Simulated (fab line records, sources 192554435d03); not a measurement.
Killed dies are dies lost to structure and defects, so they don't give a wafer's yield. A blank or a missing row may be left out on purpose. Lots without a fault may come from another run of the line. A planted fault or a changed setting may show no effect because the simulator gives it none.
fab line records | flow n5_finfet | part 2 of 2: steps 20 to 23 of 23
record lots=5 wafers=15 last_day=17
route steps=1938 shown GATE_CUT@478
lots that met no fault: from a run of the same line without faults
start_h: hours from the record's first day to the start of the lot's first wafer shown | wait_h: hours since the lot's step before | " the same as in the row above | L1.1+2: a row that stands for several wafers | - no value, or no start given | * or withheld: withheld | < > ~ a bound
route shown NAME@n: a module of which the file shows steps, and the number in the route of the first | usual: mean/standard deviation of fault-free wafers | same: alike in all rows | chamber/n: place in a boat | sites: the reading at each site | _std_site: their standard deviation | _edge_site: outer sites' mean less inner sites' | radius_mm: how far each site lies from the wafer's centre | mask NAME#n: copy n | behind: the tool/chamber that last shaped the wafer | hold: why the lot was held/for how many hours/how that ended | device: the transistor (n, p or np) that didn't switch | end of line: the same wafers' tests at the end of the route | a step without rows: its recipe alone | killed: dies lost to structure and defects at the first sort, not the wafer's yield | map: a wafer's dies, x killed, . not, _ none there
set.NAME: the setting as run; set.NAME@STEP: as run at that earlier step | model.NAME: the simulator's own value behind a step, which no gauge read
lots at some steps of the route; a table a step, a row a wafer
services: from which hour (start_h, from the record's first day; less than 0 if before it) a tool's chamber was out of use, for how many hours, and why
## steps
# step N5_GATE_CUT_STRIP_41
# recipe chemistry=CF4 resist=SiARC power_w=300 bias_power_w=75 pressure_mtorr=50 cf4_flow_sccm=150 rf_frequency_hz=6e+07
# usual drypump_motor_current_A=5.8/0.42 oes_product_au=0.186/0.02 rf_vpp_V=271.6/1.5 showerhead_plenum_p_Torr=1.82/0.06 throttle_valve_pct=13.53/0.25
# columns lot.wafer tool chamber start_h wait_h drypump_motor_current_A oes_product_au rf_hours_counter_h rf_vpp_V showerhead_plenum_p_Torr throttle_valve_pct
L077.1 rie_diel-03 1 103.39 0.0 5.9 0.173 137 271.9 1.87 13.72
L077.3 " 2 " " 5.3 0.180 118 269.7 1.74 13.61
L077.6 " 1 " " 5.9 0.176 - 273.2 1.87 13.70
L083.1 rie_diel-02 1 138.91 0.1 6.2 0.174 134 273.4 1.88 13.32
L083.4 " 0 " " 6.1 0.199 - 273.3 1.89 13.22
L083.5 " 0 " " 6.1 0.204 - 272.1 1.89 13.22
L088.2 rie_diel-03 2 170.55 0.0 5.3 0.175 142 269.4 1.73 13.67
L088.3 " 0 " " 6.7 0.204 18 269.7 1.77 13.39
L088.5 " 2 " " 5.3 0.176 - 269.7 1.73 13.66
L093.1 rie_diel-06 0 201.33 0.0 5.9 0.154 242 270.9 1.76 13.80
L093.3 " 1 " " 6.2 0.213 24 271.8 1.83 13.22
L093.5 " 0 " " 5.9 0.154 - 270.9 1.76 13.79
L097.1 rie_diel-02 0 227.32 0.0 6.0 0.188 86 273.0 1.88 13.28
L097.4 " 0 " " 6.0 0.186 - 272.5 1.88 13.28
L097.6 " 3 " " 5.5 0.210 - 273.7 1.90 13.36
# step N5_GATE_CUT_STRIP_42
# recipe chemistry=O2 power_w=400 temp_c=40 pressure_mtorr=30 rf_frequency_hz=6e+07 bias_power_w=0 overash_fraction=0.3 o2_flow_sccm=225
# usual drypump_motor_current_A=5.8/0.42 o2_flow_sccm=225.0/0.7 oes_product_au=0.80/0.093 rf_vpp_V=3.7/0.49 showerhead_plenum_p_Torr=2.13/0.075 throttle_valve_pct=16.62/0.24
# columns lot.wafer tool chamber start_h wait_h drypump_motor_current_A o2_flow_sccm oes_product_au rf_hours_counter_h rf_vpp_V showerhead_plenum_p_Torr throttle_valve_pct
L077.1 rie_diel-03 1 103.41 0.0 5.9 225.4 0.76 137 3.7 2.19 16.83
L077.3 " 2 " " 5.3 224.6 0.78 118 3.0 2.03 16.71
L077.6 " 1 " " 5.9 225.7 0.76 - 3.7 2.19 16.83
L083.1 rie_diel-02 1 138.94 0.0 6.2 226.0 0.77 134 3.2 2.19 16.36
L083.4 " 0 " " 6.0 224.3 0.86 - 3.4 2.22 16.31
L083.5 " 0 " " 6.0 225.1 0.86 - 4.1 2.22 16.31
L088.2 rie_diel-03 2 170.57 0.0 5.3 224.3 0.76 142 3.4 2.02 16.79
L088.3 " 0 " " 6.6 225.5 0.90 18 4.6 2.05 16.51
L088.5 " 2 " " 5.3 224.8 0.76 - 3.7 2.02 16.76
L093.1 rie_diel-06 0 201.35 0.0 6.0 224.9 0.67 242 3.7 2.07 16.87
L093.3 " 1 " " 6.2 225.3 0.91 24 4.2 2.14 16.33
L093.5 " 0 " " 6.0 225.7 0.67 - 3.9 2.07 16.90
L097.1 rie_diel-02 0 227.34 0.0 6.1 224.9 0.81 86 4.2 2.21 16.36
L097.4 " 0 " " 6.0 225.1 0.83 - 3.8 2.21 16.37
L097.6 " 3 " " 5.6 224.3 0.92 - 4.3 2.24 16.52
# step N5_GATE_CUT_ETCH_19
# recipe chemistry=CH3F/O2 target=SiNx mask_material=SiO2 target_depth_a=537 time_s=76.7 pressure_mtorr=30 source_w=395 bias_w=73 Ar_flow_sccm=150 CH3F_flow_sccm=30 O2_flow_sccm=20 ion_energy_ev=120 ends=cleared
# usual drypump_motor_current_A=5.8/0.42 etch_rf_on_time_s=77.0/1 mfc_ar_sccm=150.0/0.45 oes_o_777_au=0.80/0.089 oes_product_au=0.69/0.078 rf_vpp_V=298/3.7 showerhead_plenum_p_Torr=2.03/0.07 throttle_valve_pct=16.30/0.25
# columns lot.wafer tool chamber start_h wait_h drypump_motor_current_A etch_rf_on_time_s mfc_ar_sccm oes_o_777_au oes_product_au rf_hours_counter_h rf_vpp_V showerhead_plenum_p_Torr throttle_valve_pct
L077.1 rie_diel-03 1 103.45 0.0 5.9 77.2 149.7 0.78 0.65 137 297 2.09 16.52
L077.3 " 2 " " 5.3 78.0 149.9 0.78 0.67 118 298 1.93 16.36
L077.6 " 1 " " 5.9 77.7 150.7 0.78 0.65 - 297 2.09 16.51
L083.1 rie_diel-02 1 139.00 0.0 6.2 76.3 150.1 0.76 0.64 134 303 2.09 16.04
L083.4 " 0 " " 6.0 75.7 150.6 0.84 0.74 - 301 2.12 16.00
L083.5 " 0 " " 6.0 75.7 149.8 0.85 0.73 - 300 2.12 16.02
L088.2 rie_diel-03 2 170.61 0.0 5.3 77.7 150.6 0.76 0.65 142 296 1.92 16.39
L088.3 " 0 " " 6.7 75.5 149.3 0.89 0.77 18 302 1.96 16.19
L088.5 " 2 " " 5.3 77.3 149.9 0.76 0.65 - 297 1.92 16.42
L093.1 rie_diel-06 0 201.39 0.0 5.9 78.3 150.0 0.66 0.57 242 294 1.97 16.56
L093.3 " 1 " " 6.1 76.4 150.0 0.92 0.77 24 294 2.05 16.04
L093.5 " 0 " " 6.0 78.0 150.0 0.67 0.58 - 293 1.97 16.56
L097.1 rie_diel-02 0 227.38 0.0 6.1 77.5 149.6 0.81 0.69 86 300 2.11 16.07
L097.4 " 0 " " 6.0 77.0 150.1 0.80 0.70 - 300 2.11 16.07
L097.6 " 3 " " 5.6 75.2 150.2 0.91 0.79 - 300 2.14 16.20
# step N5_GATE_CUT_CUT_ETCH_53
# recipe chemistry=SF6/Cl2 target=W mask_material=SiO2 target_depth_a=792 pressure_mtorr=8 icp_w=900 bias_w=80 SF6_flow_sccm=40 Cl2_flow_sccm=60 ends=cleared
# usual drypump_motor_current_A=5.5/0.38 etch_rf_on_time_s=26.25/0.27 mfc_cl2_sccm=60.02/0.17 oes_product_au=0.72/0.073 throttle_valve_pct=29.0/0.43
# columns lot.wafer tool chamber start_h wait_h drypump_motor_current_A etch_rf_on_time_s mfc_cl2_sccm oes_product_au rf_hours_counter_h throttle_valve_pct
L077.1 rie_metal-02 0 103.56 0.1 5.5 26.46 60.01 0.69 34 28.3
L077.3 " 1 " " 5.3 26.16 60.09 0.79 - 28.8
L077.6 " 0 " " 5.5 26.42 60.08 0.70 - 28.3
L083.1 rie_metal-01 1 139.16 0.1 6.1 26.44 59.97 0.74 25 29.4
L083.4 " 1 " " 6.1 26.47 59.94 0.74 - 29.4
L083.5 " 1 " " 6.1 26.21 60.05 0.74 - 29.4
L088.2 rie_metal-01 0 170.71 0.1 5.2 25.85 60.08 0.67 63 28.7
L088.3 " 0 " " 5.3 26.09 60.09 0.67 - 28.7
L088.5 " 0 " " 5.3 25.92 60.13 0.67 - 28.6
L093.1 rie_metal-01 1 201.49 0.1 6.1 26.21 59.96 0.72 31 29.4
L093.3 " 0 " " 5.3 25.79 60.34 0.66 - 28.7
L093.5 " 0 " " 5.3 25.93 60.25 0.66 - 28.7
L097.1 rie_metal-03 0 227.50 0.1 4.9 26.33 60.17 0.60 95 29.6
L097.4 " 0 " " 4.9 26.69 59.80 0.58 - 29.6
L097.6 " 0 " " 4.9 26.67 60.17 0.59 - 29.6
## services
# columns tool chamber start_h hours kind
euv_scanner-01 - 79.00 1.0 pm
rie_metal-01 - 79.58 2.9 repair
rie_diel-02 - 83.82 14.6 pm
rie_diel-06 0 88.86 4.1 repair
rie_diel-03 0 98.81 - clean
rie_diel-03 0 98.81 - consumable_replace:focus_ring
rie_diel-03 0 98.81 21.2 scheduled_down
rie_diel-02 1 113.73 15.6 repair
euv_scanner-01 - 114.00 1.5 repair
rie_diel-06 2 117.42 1.2 repair
euv_scanner-02 - 125.92 12.0 pm
rie_metal-01 0 134.08 6.0 repair
euv_scanner-02 - 137.92 1.0 pm
euv_scanner-01 - 138.93 1.0 pm
euv_scanner-02 - 145.96 0.5 repair
rie_diel-02 3 153.75 1.5 repair
rie_diel-03 3 164.52 1.7 repair
rie_metal-03 - 166.18 2.2 repair
rie_diel-06 - 179.18 14.6 pm
euv_scanner-02 - 186.28 1.0 pm
euv_scanner-01 - 189.81 1.0 pm
rie_diel-02 0 201.01 9.1 repair
euv_scanner-02 - 206.29 1.0 repair
rie_diel-02 2 223.76 6.1 repair
